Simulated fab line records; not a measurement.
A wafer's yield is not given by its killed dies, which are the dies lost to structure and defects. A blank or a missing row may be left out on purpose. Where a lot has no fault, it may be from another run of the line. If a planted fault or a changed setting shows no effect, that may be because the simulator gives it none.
Which tool was responsible? | flow n5_finfet | 23 lots, 69 wafers sampled, at 6 steps of a route of 1938

## WHAT THE GAUGES SHOWED, per wafer
The record holds no reading of a measuring or inspecting step that can be judged against a usual standard deviation.

## WHICH TOOL RAN EACH LOT (tool, then ch and the chambers of the sampled wafers, then the start)
lot  | N5_BEOL_M4_ETCH_70                 | N5_BEOL_M4_STRIP_97                           | N5_BEOL_M4_SPUTTER_81        | N5_BEOL_M5_PECVD_70             | N5_BEOL_M5_DESCUM_16               | N5_BEOL_M5_HM_OPEN_17
L074 | rie_diel-01 ch 0,1,2, day 8 20:37  | rie_diel-01 ch 0,1,2, day 8 22:23 or earlier  | pvd_sputter-03, day 8 22:23  | pecvd-03 ch 0,1,2, day 9 02:22  | rie_diel-06 ch 0,1, day 9 02:58    | rie_metal-02 ch 0,1, day 9 03:12
L075 | rie_diel-03 ch 0,2,3, day 9 01:24  | rie_diel-03 ch 0,2,3, day 9 03:01 or earlier  | pvd_sputter-03, day 9 03:01  | pecvd-04 ch 0,1, day 9 07:01    | rie_diel-02 ch 0,2, day 9 09:17    | rie_metal-01 ch 0,1, day 9 09:32
L078 | rie_diel-01 ch 0,1,2, day 10 19:28 | rie_diel-01 ch 2,3, day 10 21:02 or earlier   | pvd_sputter-03, day 10 21:02 | pecvd-03 ch 0,2, day 11 01:07   | rie_diel-06 ch 2,3, day 11 03:59   | rie_metal-02 ch 0,1, day 11 04:14
L077 | rie_diel-01 ch 0,1,3, day 10 22:11 | rie_diel-01 ch 0,1,3, day 11 01:34 or earlier | pvd_sputter-02, day 11 01:34 | pecvd-03 ch 0,1,2, day 11 05:35 | rie_diel-04 ch 1,2, day 11 06:55   | rie_metal-03 ch 0,1, day 11 07:11
L079 | rie_diel-03 ch 1,2, day 11 18:29   | rie_diel-03 ch 1,2, day 11 20:09 or earlier   | pvd_sputter-03, day 11 20:09 | pecvd-01 ch 0,2, day 12 00:08   | rie_diel-04 ch 2,3, day 12 02:17   | rie_metal-02 ch 0,1, day 12 02:32
L080 | rie_diel-01 ch 0,1,3, day 11 19:01 | rie_diel-01 ch 0,1,3, day 11 22:16 or earlier | pvd_sputter-03, day 11 22:16 | pecvd-04 ch 0,1,2, day 12 02:16 | rie_diel-06 ch 1,2,3, day 12 02:50 | rie_metal-01 ch 0, day 12 03:05
L081 | rie_diel-03 ch 1,2,3, day 12 01:22 | rie_diel-03 ch 1,2,3, day 12 02:56 or earlier | pvd_sputter-03, day 12 02:56 | pecvd-01 ch 1,2, day 12 06:55   | rie_diel-06 ch 0,1,3, day 12 08:54 | rie_metal-02 ch 0,1, day 12 09:09
L082 | rie_diel-01 ch 0,2,3, day 12 07:38 | rie_diel-01 ch 0,2,3, day 12 09:53 or earlier | pvd_sputter-03, day 12 09:53 | pecvd-03 ch 0,1,2, day 12 13:53 | rie_diel-04 ch 0,2,3, day 12 15:35 | rie_metal-03 ch 0, day 12 15:50
L083 | rie_diel-03 ch 2,3, day 12 12:55   | rie_diel-03 ch 2,3, day 12 15:29 or earlier   | pvd_sputter-01, day 12 15:29 | pecvd-04 ch 0,1, day 12 19:29   | rie_diel-06 ch 0,2,3, day 12 21:04 | rie_metal-02 ch 0,1, day 12 21:19
L084 | rie_diel-01 ch 1,2,3, day 12 23:23 | rie_diel-01 ch 1,2,3, day 13 01:09 or earlier | pvd_sputter-01, day 13 01:09 | pecvd-01 ch 0,1, day 13 05:13   | rie_diel-06 ch 1,2,3, day 13 08:29 | rie_metal-02 ch 0,1, day 13 08:47
L085 | rie_diel-01 ch 0,3, day 13 02:53   | rie_diel-01 ch 0,3, day 13 04:48 or earlier   | pvd_sputter-03, day 13 04:48 | pecvd-01 ch 0,1,2, day 13 11:06 | rie_diel-04 ch 0,1,2, day 13 12:11 | rie_metal-02 ch 0,1, day 13 12:26
L087 | rie_diel-05 ch 0,2, day 13 02:57   | rie_diel-05 ch 0,2, day 13 06:02 or earlier   | pvd_sputter-02, day 13 06:02 | pecvd-04 ch 0,1,2, day 13 10:20 | rie_diel-04 ch 0,1, day 13 11:53   | rie_metal-01 ch 0,1, day 13 12:08
L086 | rie_diel-05 ch 0,1,2, day 13 07:35 | rie_diel-05 ch 0,1,2, day 13 09:37 or earlier | pvd_sputter-01, day 13 09:37 | pecvd-04 ch 0,2, day 13 13:47   | rie_diel-04 ch 1,2, day 13 15:04   | rie_metal-01 ch 0,1, day 13 15:19
L076 | rie_diel-05 ch 0,3, day 13 14:15   | rie_diel-05 ch 0,3, day 13 16:23 or earlier   | pvd_sputter-02, day 13 16:23 | pecvd-04 ch 1,2, day 13 20:28   | rie_diel-04 ch 1,2, day 13 22:44   | rie_metal-03 ch 0,1, day 13 23:01
L090 | rie_diel-03 ch 1,2,3, day 13 21:46 | rie_diel-03 ch 1,2,3, day 14 01:23 or earlier | pvd_sputter-01, day 14 01:23 | pecvd-03 ch 0,1, day 14 05:25   | rie_diel-06 ch 1,3, day 14 05:59   | rie_metal-01 ch 0,1, day 14 06:14
L091 | rie_diel-01 ch 0,1, day 14 12:56   | rie_diel-01 ch 0,1, day 14 15:14 or earlier   | pvd_sputter-01, day 14 15:14 | pecvd-01 ch 0,1, day 14 19:46   | rie_diel-04 ch 1,2,3, day 14 21:54 | rie_metal-01 ch 0,1, day 14 22:12
L088 | rie_diel-05 ch 2,3, day 14 17:31   | rie_diel-05 ch 2,3, day 14 19:29 or earlier   | pvd_sputter-02, day 14 19:29 | pecvd-04 ch 0,1, day 14 23:31   | rie_diel-06 ch 0,3, day 15 01:39   | rie_metal-01 ch 0,1, day 15 05:22
L092 | rie_diel-01 ch 0,1, day 14 23:03   | rie_diel-01 ch 0,1, day 15 00:55 or earlier   | pvd_sputter-01, day 15 00:55 | pecvd-04 ch 0,1, day 15 05:01   | rie_diel-06 ch 1,3, day 15 08:19   | rie_metal-02 ch 1, day 15 08:35
L093 | rie_diel-05 ch 1,3, day 14 23:23   | rie_diel-05 ch 1,3, day 15 01:11 or earlier   | pvd_sputter-02, day 15 01:11 | pecvd-01 ch 0,1, day 15 05:25   | rie_diel-02 ch 0,1,3, day 15 08:31 | rie_metal-01 ch 0,1, day 15 08:45
L094 | rie_diel-05 ch 1,2,3, day 15 02:04 | rie_diel-05 ch 1,2,3, day 15 03:53 or earlier | pvd_sputter-01, day 15 03:53 | pecvd-01 ch 0,1,2, day 15 07:56 | rie_diel-04 ch 0,1,2, day 15 08:39 | rie_metal-02 ch 1, day 15 08:53
L095 | rie_diel-01 ch 1,3, day 15 02:07   | rie_diel-01 ch 1,3, day 15 04:06 or earlier   | pvd_sputter-03, day 15 04:06 | pecvd-04 ch 0,1, day 15 08:06   | rie_diel-02 ch 0,1, day 15 08:51   | rie_metal-01 ch 0,1, day 15 09:06
L096 | rie_diel-03 ch 0,3, day 15 02:14   | rie_diel-03 ch 0,3, day 15 05:44 or earlier   | pvd_sputter-01, day 15 05:44 | pecvd-01 ch 0,1,2, day 15 09:44 | rie_diel-04 ch 0,1,2, day 15 11:17 | rie_metal-01 ch 0,1, day 15 11:33
L097 | rie_diel-05 ch 0,1,3, day 15 06:44 | rie_diel-05 ch 0,1,3, day 15 08:37 or earlier | pvd_sputter-02, day 15 08:37 | pecvd-03 ch 0,1, day 15 12:38   | rie_diel-06 ch 0,2, day 15 17:50   | rie_metal-01 ch 0,1, day 15 18:05
- N5_BEOL_M4_ETCH_70: etches SOC in N2/H2, target depth 80 nm, overetch 24 nm, time 130 s.
- N5_BEOL_M4_STRIP_97: strips in N2/H2, time 10 s.
- N5_BEOL_M4_SPUTTER_81: material Cu, target thk 4.5 nm, time 8.29 s.
- N5_BEOL_M5_PECVD_70: deposits SiO2 from TEOS/O2, target thk 16 nm, time 18 s.
- N5_BEOL_M5_DESCUM_16: chemistry O2, time 7 s.
- N5_BEOL_M5_HM_OPEN_17: chemistry Cl2/BCl3, target TiN, target depth 20 nm, overetch 6 nm.

## AS READ BY THE TOOLS THEMSELVES (means over the sampled wafers that have a number; for cases with no such wafer, the mark the record gives instead)
N5_BEOL_M4_ETCH_70.
lot  | tool        | drypump_motor_current_A (A) | oes_product_au (a.u.) | rf_vpp_V (V) | showerhead_plenum_p_Torr (Torr) | throttle_valve_pct (%)
L074 | rie_diel-01 | 6.0                         | 0.57                  | 522.9        | 2.52                            | 17.76
L075 | rie_diel-03 | 6.1                         | 0.57                  | 525.2        | 2.56                            | 18.06
L078 | rie_diel-01 | 6.1                         | 0.55                  | 523.8        | 2.51                            | 17.79
L077 | rie_diel-01 | 6.0                         | 0.57                  | 519.9        | 2.41                            | 17.64
L079 | rie_diel-03 | 6.6                         | 0.59                  | 524.8        | 2.57                            | 17.78
L080 | rie_diel-01 | 5.9                         | 0.56                  | 520.0        | 2.41                            | 17.66
L081 | rie_diel-03 | 6.2                         | 0.63                  | 525.4        | 2.59                            | 17.80
L082 | rie_diel-01 | 5.6                         | 0.53                  | 521.7        | 2.45                            | 17.78
L083 | rie_diel-03 | 6.0                         | 0.66                  | 525.4        | 2.60                            | 17.92
L084 | rie_diel-01 | 5.7                         | 0.55                  | 521.4        | 2.46                            | 17.71
L085 | rie_diel-01 | 5.5                         | 0.54                  | 517.9        | 2.34                            | 17.65
L087 | rie_diel-05 | 5.6                         | 0.55                  | 525.2        | 2.61                            | 17.91
L086 | rie_diel-05 | 5.7                         | 0.59                  | 524.4        | 2.55                            | 17.76
L076 | rie_diel-05 | 5.4                         | 0.61                  | 524.6        | 2.53                            | 17.58
L090 | rie_diel-03 | 6.3                         | 0.62                  | 525.0        | 2.58                            | 17.83
L091 | rie_diel-01 | 6.3                         | 0.56                  | 521.2        | 2.43                            | 17.80
L088 | rie_diel-05 | 5.6                         | 0.59                  | 523.0        | 2.52                            | 17.59
L092 | rie_diel-01 | 6.3                         | 0.55                  | 520.7        | 2.43                            | 17.81
L093 | rie_diel-05 | 5.7                         | 0.63                  | 522.2        | 2.46                            | 17.45
L094 | rie_diel-05 | 5.8                         | 0.60                  | 522.9        | 2.51                            | 17.68
L095 | rie_diel-01 | 5.6                         | 0.54                  | 519.7        | 2.36                            | 17.60
L096 | rie_diel-03 | 5.9                         | 0.61                  | 522.7        | 2.51                            | 18.02
L097 | rie_diel-05 | 5.7                         | 0.61                  | 522.6        | 2.49                            | 17.56

N5_BEOL_M4_STRIP_97.
lot  | tool        | drypump_motor_current_A (A) | oes_product_au (a.u.) | rf_vpp_V (V) | showerhead_plenum_p_Torr (Torr) | throttle_valve_pct (%)
L074 | rie_diel-01 | 6.0                         | 0.78                  | 58.3         | 2.51                            | 23.57
L075 | rie_diel-03 | 6.1                         | 0.78                  | 59.0         | 2.55                            | 23.95
L078 | rie_diel-01 | 5.2                         | 0.72                  | 59.1         | 2.41                            | 23.29
L077 | rie_diel-01 | 5.9                         | 0.78                  | 58.7         | 2.41                            | 23.38
L079 | rie_diel-03 | 6.6                         | 0.81                  | 59.0         | 2.57                            | 23.55
L080 | rie_diel-01 | 5.9                         | 0.77                  | 58.5         | 2.40                            | 23.39
L081 | rie_diel-03 | 6.3                         | 0.86                  | 59.1         | 2.58                            | 23.62
L082 | rie_diel-01 | 5.6                         | 0.72                  | 59.4         | 2.44                            | 23.45
L083 | rie_diel-03 | 6.0                         | 0.90                  | 59.6         | 2.59                            | 23.77
L084 | rie_diel-01 | 5.7                         | 0.74                  | 58.5         | 2.46                            | 23.43
L085 | rie_diel-01 | 5.5                         | 0.72                  | 58.3         | 2.34                            | 23.26
L087 | rie_diel-05 | 5.5                         | 0.75                  | 59.0         | 2.60                            | 23.72
L086 | rie_diel-05 | 5.7                         | 0.81                  | 59.3         | 2.55                            | 23.57
L076 | rie_diel-05 | 5.5                         | 0.82                  | 58.9         | 2.53                            | 23.43
L090 | rie_diel-03 | 6.3                         | 0.84                  | 59.5         | 2.58                            | 23.62
L091 | rie_diel-01 | 6.3                         | 0.76                  | 58.8         | 2.43                            | 23.58
L088 | rie_diel-05 | 5.5                         | 0.80                  | 59.3         | 2.51                            | 23.35
L092 | rie_diel-01 | 6.3                         | 0.76                  | 58.2         | 2.43                            | 23.57
L093 | rie_diel-05 | 5.8                         | 0.85                  | 58.4         | 2.46                            | 23.20
L094 | rie_diel-05 | 5.8                         | 0.81                  | 59.2         | 2.51                            | 23.42
L095 | rie_diel-01 | 5.6                         | 0.74                  | 58.5         | 2.35                            | 23.26
L096 | rie_diel-03 | 5.9                         | 0.83                  | 59.4         | 2.50                            | 24.01
L097 | rie_diel-05 | 5.7                         | 0.83                  | 59.3         | 2.49                            | 23.34

N5_BEOL_M4_SPUTTER_81.
lot  | tool           | throttle_valve_pct (%)
L074 | pvd_sputter-03 | 30.5
L075 | pvd_sputter-03 | 29.8
L078 | pvd_sputter-03 | 29.8
L077 | pvd_sputter-02 | 30.1
L079 | pvd_sputter-03 | 30.5
L080 | pvd_sputter-03 | 29.8
L081 | pvd_sputter-03 | 30.0
L082 | pvd_sputter-03 | 29.9
L083 | pvd_sputter-01 | 30.0
L084 | pvd_sputter-01 | 30.3
L085 | pvd_sputter-03 | 30.4
L087 | pvd_sputter-02 | 30.4
L086 | pvd_sputter-01 | 30.6
L076 | pvd_sputter-02 | 30.7
L090 | pvd_sputter-01 | 29.2
L091 | pvd_sputter-01 | 31.1
L088 | pvd_sputter-02 | 30.5
L092 | pvd_sputter-01 | 30.5
L093 | pvd_sputter-02 | 31.0
L094 | pvd_sputter-01 | 29.8
L095 | pvd_sputter-03 | 29.6
L096 | pvd_sputter-01 | 29.9
L097 | pvd_sputter-02 | 30.3

N5_BEOL_M5_PECVD_70.
lot  | tool     | heater_power_w (W) | showerhead_plenum_p_Torr (Torr) | throttle_valve_pct (%)
L074 | pecvd-03 | 734                | 8.78                            | 22.4
L075 | pecvd-04 | 864                | 8.75                            | 23.5
L078 | pecvd-03 | 714                | 8.79                            | 21.6
L077 | pecvd-03 | 729                | 8.79                            | 22.0
L079 | pecvd-01 | 671                | 8.75                            | 22.0
L080 | pecvd-04 | 790                | 8.82                            | 23.3
L081 | pecvd-01 | 790                | 8.77                            | 20.7
L082 | pecvd-03 | 693                | 8.79                            | 22.0
L083 | pecvd-04 | 895                | 8.82                            | 24.2
L084 | pecvd-01 | 801                | 8.76                            | 20.8
L085 | pecvd-01 | 728                | 8.77                            | 21.4
L087 | pecvd-04 | 841                | 8.83                            | 23.4
L086 | pecvd-04 | 768                | 8.78                            | 22.6
L076 | pecvd-04 | 868                | 8.88                            | 24.3
L090 | pecvd-03 | 745                | 8.77                            | 22.7
L091 | pecvd-01 | 808                | 8.77                            | 20.9
L088 | pecvd-04 | 924                | 8.76                            | 23.3
L092 | pecvd-04 | 939                | 8.80                            | 24.3
L093 | pecvd-01 | 786                | 8.77                            | 21.6
L094 | pecvd-01 | 778                | 8.77                            | 21.5
L095 | pecvd-04 | 881                | 8.75                            | 23.4
L096 | pecvd-01 | 768                | 8.75                            | 21.6
L097 | pecvd-03 | 775                | 8.78                            | 22.8

N5_BEOL_M5_DESCUM_16.
lot  | tool        | drypump_motor_current_A (A) | oes_product_au (a.u.) | rf_vpp_V (V) | showerhead_plenum_p_Torr (Torr) | throttle_valve_pct (%)
L074 | rie_diel-06 | 5.2                         | 0.83                  | 242.0        | 2.04                            | 20.29
L075 | rie_diel-02 | 5.5                         | 0.89                  | 243.4        | 2.11                            | 20.24
L078 | rie_diel-06 | 5.3                         | 0.71                  | 243.6        | 2.11                            | 20.66
L077 | rie_diel-04 | 5.9                         | 0.69                  | 243.3        | 2.04                            | 20.60
L079 | rie_diel-04 | 5.4                         | 0.69                  | 242.9        | 2.14                            | 20.61
L080 | rie_diel-06 | 5.4                         | 0.71                  | 242.0        | 2.05                            | 20.61
L081 | rie_diel-06 | 5.3                         | 0.76                  | 242.0        | 2.02                            | 20.55
L082 | rie_diel-04 | 5.6                         | 0.75                  | 243.0        | 2.10                            | 20.52
L083 | rie_diel-06 | 5.1                         | 0.74                  | 242.7        | 2.07                            | 20.60
L084 | rie_diel-06 | 5.4                         | 0.71                  | 242.0        | 2.05                            | 20.63
L085 | rie_diel-04 | 5.8                         | 0.85                  | 243.5        | 2.16                            | 20.38
L087 | rie_diel-04 | 6.1                         | 0.93                  | 243.8        | 2.17                            | 20.26
L086 | rie_diel-04 | 5.6                         | 0.79                  | 244.8        | 2.20                            | 20.48
L076 | rie_diel-04 | 5.9                         | 0.87                  | 245.3        | 2.21                            | 20.35
L090 | rie_diel-06 | 5.5                         | 0.71                  | 242.0        | 2.00                            | 20.79
L091 | rie_diel-04 | 5.8                         | 0.86                  | 243.7        | 2.15                            | 20.35
L088 | rie_diel-06 | 5.1                         | 0.78                  | 242.0        | 2.03                            | 20.57
L092 | rie_diel-06 | 5.6                         | 0.70                  | 241.2        | 1.98                            | 20.61
L093 | rie_diel-02 | 5.7                         | 0.77                  | 241.7        | 2.05                            | 20.36
L094 | rie_diel-04 | 5.8                         | 0.81                  | 244.3        | 2.15                            | 20.42
L095 | rie_diel-02 | 5.6                         | 0.85                  | 243.0        | 2.07                            | 20.19
L096 | rie_diel-04 | 5.8                         | 0.81                  | 242.7        | 2.15                            | 20.41
L097 | rie_diel-06 | 5.1                         | 0.93                  | 243.6        | 2.11                            | 20.25

N5_BEOL_M5_HM_OPEN_17.
lot  | tool         | drypump_motor_current_A (A) | mfc_cl2_sccm (sccm) | oes_ar_750_au (a.u.) | oes_product_au (a.u.) | throttle_valve_pct (%)
L074 | rie_metal-02 | 5.6                         | 53.23               | 0.84                 | 0.72                  | 22.1
L075 | rie_metal-01 | 6.0                         | 53.42               | 0.76                 | 0.65                  | 22.4
L078 | rie_metal-02 | 5.3                         | 53.28               | 0.81                 | 0.72                  | 21.9
L077 | rie_metal-03 | 6.1                         | 53.15               | 0.69                 | 0.60                  | 22.2
L079 | rie_metal-02 | 5.3                         | 53.28               | 0.81                 | 0.72                  | 21.9
L080 | rie_metal-01 | 5.9                         | 53.29               | 0.75                 | 0.65                  | 22.0
L081 | rie_metal-02 | 5.3                         | 53.25               | 0.81                 | 0.72                  | 21.9
L082 | rie_metal-03 | 6.2                         | 53.17               | 0.82                 | 0.70                  | 22.1
L083 | rie_metal-02 | 5.3                         | 53.03               | 0.80                 | 0.72                  | 21.9
L084 | rie_metal-02 | 5.6                         | 53.28               | 0.80                 | 0.70                  | 22.1
L085 | rie_metal-02 | 5.6                         | 53.25               | 0.80                 | 0.69                  | 22.1
L087 | rie_metal-01 | 6.0                         | 53.26               | 0.74                 | 0.63                  | 22.4
L086 | rie_metal-01 | 5.9                         | 53.19               | 0.75                 | 0.65                  | 22.2
L076 | rie_metal-03 | 6.2                         | 53.31               | 0.88                 | 0.74                  | 22.2
L090 | rie_metal-01 | 6.0                         | 53.26               | 0.75                 | 0.64                  | 22.4
L091 | rie_metal-01 | 5.9                         | 53.42               | 0.74                 | 0.64                  | 22.2
L088 | rie_metal-01 | 6.0                         | 53.21               | 0.74                 | 0.63                  | 22.5
L092 | rie_metal-02 | 5.0                         | 53.28               | 0.78                 | 0.70                  | 21.7
L093 | rie_metal-01 | 6.0                         | 53.29               | 0.74                 | 0.63                  | 22.4
L094 | rie_metal-02 | 5.0                         | 53.29               | 0.78                 | 0.70                  | 21.7
L095 | rie_metal-01 | 6.0                         | 53.29               | 0.74                 | 0.64                  | 22.2
L096 | rie_metal-01 | 6.0                         | 53.24               | 0.74                 | 0.63                  | 22.4
L097 | rie_metal-01 | 5.9                         | 53.22               | 0.74                 | 0.63                  | 22.2

## THE ANSWER, worked out from the rows above alone
Rule: usual is defined by the lots themselves. Put in order of their means at a reading, lots are off if they are a third of the lots or fewer, leave a main group of 4 or more, and stand apart from it by a gap of 3 or more times the standard deviation of the main group's means; of several such gaps the widest counts. If all means in a main group match to the digits the tables above print for the reading, that group is not used. Also off: a lot with no number at a reading for which 4 or more lots have one. The other lots that the step has rows for count as sound. After the gauges, taken in route order, come the tools' own readings; for these a lot's mean is taken, as printed above. The first step at which some lot is off is used, and at that step the reading that is off furthest; a lot without a number counts as furthest.
Nothing can be told from this: no lot is off at any reading shown.

## WHAT THE SIMULATOR HAD PUT IN
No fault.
